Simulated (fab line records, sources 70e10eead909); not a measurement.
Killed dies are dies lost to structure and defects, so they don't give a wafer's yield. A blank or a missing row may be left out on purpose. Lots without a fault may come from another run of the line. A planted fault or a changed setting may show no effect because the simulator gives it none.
Which tool did it? | flow nand_harc | 24 lots, 72 wafers sampled, at 4 steps of a route of 1302

WHAT THE GAUGES READ, wafer by wafer
NHARC_A_CHANNEL_FILL_D1_THK_MEAS_06: measures by ellipsometry.
lot  | measured     | on            | thk_nm (nm)
L074 | day 10 22:16 | film_metro-02 | 3.8 5.3 5.5
L075 | day 10 22:16 | film_metro-01 | 5.2 4.9 5.0
L076 | day 11 15:54 | film_metro-02 | 7.1 5.2 7.3
L078 | day 11 22:48 | film_metro-02 | 6.4 4.9 5.5
L077 | day 11 22:49 | film_metro-01 | 4.4 4.6 6.9
L079 | day 12 17:26 | film_metro-02 | 2.7 6.3 4.1
L081 | day 13 01:08 | film_metro-02 | 3.5 3.8 3.8
L080 | day 13 01:08 | film_metro-01 | 6.6 6.1 3.4
L082 | day 13 17:01 | film_metro-02 | 6.8 3.5 4.8
L083 | day 14 05:06 | film_metro-02 | 6.0 4.7 4.0
L084 | day 14 23:54 | film_metro-02 | 5.0 6.0 4.6
L085 | day 15 02:59 | film_metro-01 | 3.6 3.4 6.3
L086 | day 15 10:56 | film_metro-02 | 6.1 4.4 6.4
L087 | day 16 06:59 | film_metro-01 | 5.7 5.7 5.7
L088 | day 16 15:11 | film_metro-01 | 4.4 5.3 5.0
L089 | day 16 15:11 | film_metro-01 | 6.1 5.0 4.1
L090 | day 17 05:13 | film_metro-02 | 4.8 5.3 4.2
L091 | day 17 10:12 | film_metro-02 | 5.1 4.7 4.9
L092 | day 18 17:47 | film_metro-01 | 4.0 6.0 4.9
L093 | day 18 11:32 | film_metro-01 | 5.4 4.2 5.6
L094 | day 18 22:55 | film_metro-01 | 6.1 3.1 5.1
L095 | day 19 08:31 | film_metro-01 | 4.6 4.5 2.6
L096 | day 19 08:31 | film_metro-02 | 3.9 3.7 5.7
L097 | day 19 21:03 | film_metro-01 | 5.0 5.1 5.5

WHICH TOOL RAN EACH LOT (tool, then ch and the chambers of the sampled wafers, then the start)
lot  | NHARC_P_BONDPAD_PVD_17                  | NHARC_A_CHANNEL_HOLE_D1_ETCH_39               | NHARC_A_CHANNEL_FILL_D1_ALD_03
L074 | pvd_sputter-02, day 10 22:16 or earlier | rie_diel-03 ch 1,2, day 10 22:16 or earlier   | ald_sin_batch-03 ch 0, day 10 22:16 or earlier
L075 | pvd_sputter-01, day 10 22:16 or earlier | rie_diel-04 ch 0,1, day 10 22:16 or earlier   | ald_sin_batch-03 ch 0, day 10 22:16 or earlier
L076 | pvd_sputter-03, day 11 15:54 or earlier | rie_diel-03 ch 0,1,3, day 11 15:54 or earlier | ald_sin_batch-01 ch 0, day 11 15:54 or earlier
L078 | pvd_sputter-02, day 11 22:48 or earlier | rie_diel-03 ch 0,3, day 11 22:48 or earlier   | ald_sin_batch-03 ch 0, day 11 22:48 or earlier
L077 | pvd_sputter-02, day 11 22:49 or earlier | rie_diel-04 ch 1,2, day 11 22:49 or earlier   | ald_sin_batch-03 ch 0, day 11 22:49 or earlier
L079 | pvd_sputter-02, day 12 17:26 or earlier | rie_diel-06 ch 1,2, day 12 17:26 or earlier   | ald_sin_batch-01 ch 0, day 12 17:26 or earlier
L081 | pvd_sputter-03, day 13 01:08 or earlier | rie_diel-03 ch 0,1,3, day 13 01:08 or earlier | ald_sin_batch-02 ch 0, day 13 01:08 or earlier
L080 | pvd_sputter-02, day 13 01:08 or earlier | rie_diel-06 ch 1,3, day 13 01:08 or earlier   | ald_sin_batch-02 ch 0, day 13 01:08 or earlier
L082 | pvd_sputter-03, day 13 17:01 or earlier | rie_diel-03 ch 1,3, day 13 17:01 or earlier   | ald_sin_batch-03 ch 0, day 13 17:01 or earlier
L083 | pvd_sputter-03, day 14 05:06 or earlier | rie_diel-06 ch 0,2, day 14 05:06 or earlier   | ald_sin_batch-03 ch 0, day 14 05:06 or earlier
L084 | pvd_sputter-02, day 14 23:54 or earlier | rie_diel-06 ch 0,2,3, day 14 23:54 or earlier | ald_sin_batch-03 ch 0, day 14 23:54 or earlier
L085 | pvd_sputter-03, day 15 02:59 or earlier | rie_diel-06 ch 1,2, day 15 02:59 or earlier   | ald_sin_batch-01 ch 0, day 15 02:59 or earlier
L086 | pvd_sputter-01, day 15 10:56 or earlier | rie_diel-03 ch 0,1,3, day 15 10:56 or earlier | ald_sin_batch-01 ch 0, day 15 10:56 or earlier
L087 | pvd_sputter-01, day 16 06:59 or earlier | rie_diel-03 ch 1,2,3, day 16 06:59 or earlier | ald_sin_batch-03 ch 0, day 16 06:59 or earlier
L088 | pvd_sputter-03, day 16 15:11 or earlier | rie_diel-04 ch 1,2,3, day 16 15:11 or earlier | ald_sin_batch-02 ch 0, day 16 15:11 or earlier
L089 | pvd_sputter-01, day 16 15:11 or earlier | rie_diel-03 ch 0,2,3, day 16 15:11 or earlier | ald_sin_batch-02 ch 0, day 16 15:11 or earlier
L090 | pvd_sputter-01, day 17 05:13 or earlier | rie_diel-03 ch 0,1,2, day 17 05:13 or earlier | ald_sin_batch-02 ch 0, day 17 05:13 or earlier
L091 | pvd_sputter-01, day 17 10:12 or earlier | rie_diel-03 ch 2,3, day 17 10:12 or earlier   | ald_sin_batch-01 ch 0, day 17 10:12 or earlier
L092 | pvd_sputter-03, day 18 17:47 or earlier | rie_diel-04 ch 0,2, day 18 17:47 or earlier   | ald_sin_batch-01 ch 0, day 18 17:47 or earlier
L093 | pvd_sputter-03, day 18 11:32 or earlier | rie_diel-03 ch 0,1, day 18 11:32 or earlier   | ald_sin_batch-01 ch 0, day 18 11:32 or earlier
L094 | pvd_sputter-03, day 18 22:55 or earlier | rie_diel-03 ch 0,3, day 18 22:55 or earlier   | ald_sin_batch-01 ch 0, day 18 22:55 or earlier
L095 | pvd_sputter-02, day 19 08:31 or earlier | rie_diel-03 ch 0,2,3, day 19 08:31 or earlier | ald_sin_batch-03 ch 0, day 19 08:31 or earlier
L096 | pvd_sputter-01, day 19 08:31 or earlier | rie_diel-03 ch 0,2,3, day 19 08:31 or earlier | ald_sin_batch-03 ch 0, day 19 08:31 or earlier
L097 | pvd_sputter-02, day 19 21:03 or earlier | rie_diel-03 ch 0,2,3, day 19 21:03 or earlier | ald_sin_batch-03 ch 0, day 19 21:03 or earlier
- NHARC_P_BONDPAD_PVD_17: deposits TaN, target thk 5 nm, time 8.06 s.
- NHARC_A_CHANNEL_HOLE_D1_ETCH_39: etches the open film in N2/H2, target depth 260 nm, time 325 s.
- NHARC_A_CHANNEL_FILL_D1_ALD_03: deposits SiNx, target thk 6 nm, pulse time 60 s, ald cycles 58.

WHAT THE TOOLS THEMSELVES READ (means of the sampled wafers that have a number; where no wafer has one, the mark that the record gives instead)
NHARC_P_BONDPAD_PVD_17.
lot  | tool           | bias_v (V) | throttle_valve_pct (%)
L074 | pvd_sputter-02 | 168.6      | 30.0
L075 | pvd_sputter-01 | 167.2      | 29.0
L076 | pvd_sputter-03 | 168.2      | 29.5
L078 | pvd_sputter-02 | 168.7      | 30.3
L077 | pvd_sputter-02 | 168.3      | 29.1
L079 | pvd_sputter-02 | 168.1      | 30.1
L081 | pvd_sputter-03 | 167.5      | 29.6
L080 | pvd_sputter-02 | 169.0      | 28.5
L082 | pvd_sputter-03 | 169.1      | 29.7
L083 | pvd_sputter-03 | 169.3      | 29.3
L084 | pvd_sputter-02 | 168.1      | 28.6
L085 | pvd_sputter-03 | 168.4      | 29.4
L086 | pvd_sputter-01 | 168.4      | 29.3
L087 | pvd_sputter-01 | 170.6      | 29.3
L088 | pvd_sputter-03 | 167.9      | 29.5
L089 | pvd_sputter-01 | 168.2      | 29.4
L090 | pvd_sputter-01 | 169.0      | 29.2
L091 | pvd_sputter-01 | 167.0      | 29.3
L092 | pvd_sputter-03 | 168.4      | 29.6
L093 | pvd_sputter-03 | 169.3      | 29.8
L094 | pvd_sputter-03 | 169.0      | 29.4
L095 | pvd_sputter-02 | 167.0      | 29.0
L096 | pvd_sputter-01 | 168.9      | 29.2
L097 | pvd_sputter-02 | 169.3      | 29.4

NHARC_A_CHANNEL_HOLE_D1_ETCH_39.
lot  | tool        | drypump_motor_current_A (A) | h2_flow_sccm (sccm) | oes_product_au (a.u.) | rf_vpp_V (V) | showerhead_plenum_p_Torr (Torr) | throttle_valve_pct (%)
L074 | rie_diel-03 | 6.4                         | 150.1               | 1.004                 | 429.7        | 2.03                            | 14.165
L075 | rie_diel-04 | 5.7                         | 149.9               | 1.001                 | 428.6        | 1.96                            | 14.173
L076 | rie_diel-03 | 5.7                         | 149.9               | 1.002                 | 430.8        | 2.07                            | 14.171
L078 | rie_diel-03 | 5.6                         | 149.9               | 1.006                 | 432.1        | 2.11                            | 14.177
L077 | rie_diel-04 | 5.8                         | 149.8               | 0.995                 | 426.5        | 1.91                            | 14.173
L079 | rie_diel-06 | 5.8                         | 150.1               | 0.993                 | 429.2        | 2.00                            | 14.167
L081 | rie_diel-03 | 5.7                         | 150.1               | 1.009                 | 432.1        | 2.07                            | 14.171
L080 | rie_diel-06 | 6.5                         | 149.6               | 0.996                 | 434.9        | 2.17                            | 14.169
L082 | rie_diel-03 | 5.6                         | 149.8               | 1.007                 | 432.1        | 2.08                            | 14.174
L083 | rie_diel-06 | 5.6                         | 150.1               | 0.993                 | 430.9        | 2.04                            | 14.179
L084 | rie_diel-06 | 5.7                         | 149.8               | 0.987                 | 429.3        | 2.04                            | 14.161
L085 | rie_diel-06 | 5.8                         | 149.9               | 0.995                 | 429.7        | 1.99                            | 14.171
L086 | rie_diel-03 | 5.7                         | 150.0               | 1.006                 | 431.3        | 2.07                            | 14.176
L087 | rie_diel-03 | 6.0                         | 150.4               | 1.012                 | 429.6        | 2.05                            | 14.159
L088 | rie_diel-04 | 6.0                         | 150.3               | 0.981                 | 427.3        | 1.90                            | 14.164
L089 | rie_diel-03 | 5.9                         | 150.0               | 1.004                 | 432.6        | 2.09                            | 14.169
L090 | rie_diel-03 | 6.1                         | 149.9               | 1.012                 | 430.6        | 2.05                            | 14.171
L091 | rie_diel-03 | 5.8                         | 150.3               | 0.988                 | 432.4        | 2.09                            | 14.161
L092 | rie_diel-04 | 5.8                         | 149.9               | 0.998                 | 431.4        | 2.07                            | 14.169
L093 | rie_diel-03 | 5.9                         | 150.4               | 1.004                 | 430.4        | 2.02                            | 14.178
L094 | rie_diel-03 | 5.6                         | 150.4               | 1.006                 | 432.2        | 2.11                            | 14.169
L095 | rie_diel-03 | 5.9                         | 149.9               | 0.993                 | 431.4        | 2.08                            | 14.172
L096 | rie_diel-03 | 5.9                         | 150.4               | 1.001                 | 431.1        | 2.08                            | 14.169
L097 | rie_diel-03 | 5.9                         | 150.3               | 1.002                 | 431.1        | 2.08                            | 14.170

NHARC_A_CHANNEL_FILL_D1_ALD_03.
lot  | tool             | chamber_pressure_Torr (Torr) | precursor_pulse_height_rel
L074 | ald_sin_batch-03 | 2.007                        | 0.995
L075 | ald_sin_batch-03 | 1.997                        | 0.986
L076 | ald_sin_batch-01 | 1.997                        | 0.976
L078 | ald_sin_batch-03 | 2.003                        | 0.981
L077 | ald_sin_batch-03 | 2.000                        | 1.017
L079 | ald_sin_batch-01 | 1.998                        | 1.011
L081 | ald_sin_batch-02 | 2.001                        | 0.993
L080 | ald_sin_batch-02 | 1.999                        | 0.995
L082 | ald_sin_batch-03 | 1.996                        | 1.012
L083 | ald_sin_batch-03 | 1.994                        | 1.002
L084 | ald_sin_batch-03 | 2.003                        | 0.994
L085 | ald_sin_batch-01 | 2.004                        | 1.004
L086 | ald_sin_batch-01 | 2.000                        | 1.009
L087 | ald_sin_batch-03 | 1.996                        | 1.000
L088 | ald_sin_batch-02 | 1.995                        | 0.995
L089 | ald_sin_batch-02 | 2.000                        | 1.016
L090 | ald_sin_batch-02 | 2.001                        | 1.009
L091 | ald_sin_batch-01 | 1.995                        | 0.999
L092 | ald_sin_batch-01 | 2.000                        | 1.014
L093 | ald_sin_batch-01 | 2.000                        | 1.001
L094 | ald_sin_batch-01 | 2.005                        | 1.008
L095 | ald_sin_batch-03 | 1.995                        | 0.987
L096 | ald_sin_batch-03 | 2.001                        | 1.014
L097 | ald_sin_batch-03 | 2.006                        | 0.997

THE ANSWER, worked out from the rows above alone
Rule: what is usual is taken from the lots themselves. Put in order of their means at a reading, lots are off if they are a third of the lots or fewer, leave a main group of 4 or more, and stand apart from it by a gap of 3 or more times the standard deviation of the main group's means; of several such gaps the widest counts. A main group whose means are all the same, to the digits that the tables above print for the reading, isn't used. A lot without any number at a reading at which 4 lots or more have one is off too. The other lots that the step has rows for count as sound. The gauges are gone through in route order, then the tools' own readings, and for those a lot's mean is taken as printed above. The first step at which some lot is off is used, and at that step the reading that is off furthest; a lot without a number counts as furthest.
No lot is off at any reading shown: from this, nothing can be told.

WHAT THE SIMULATOR HAD PUT IN
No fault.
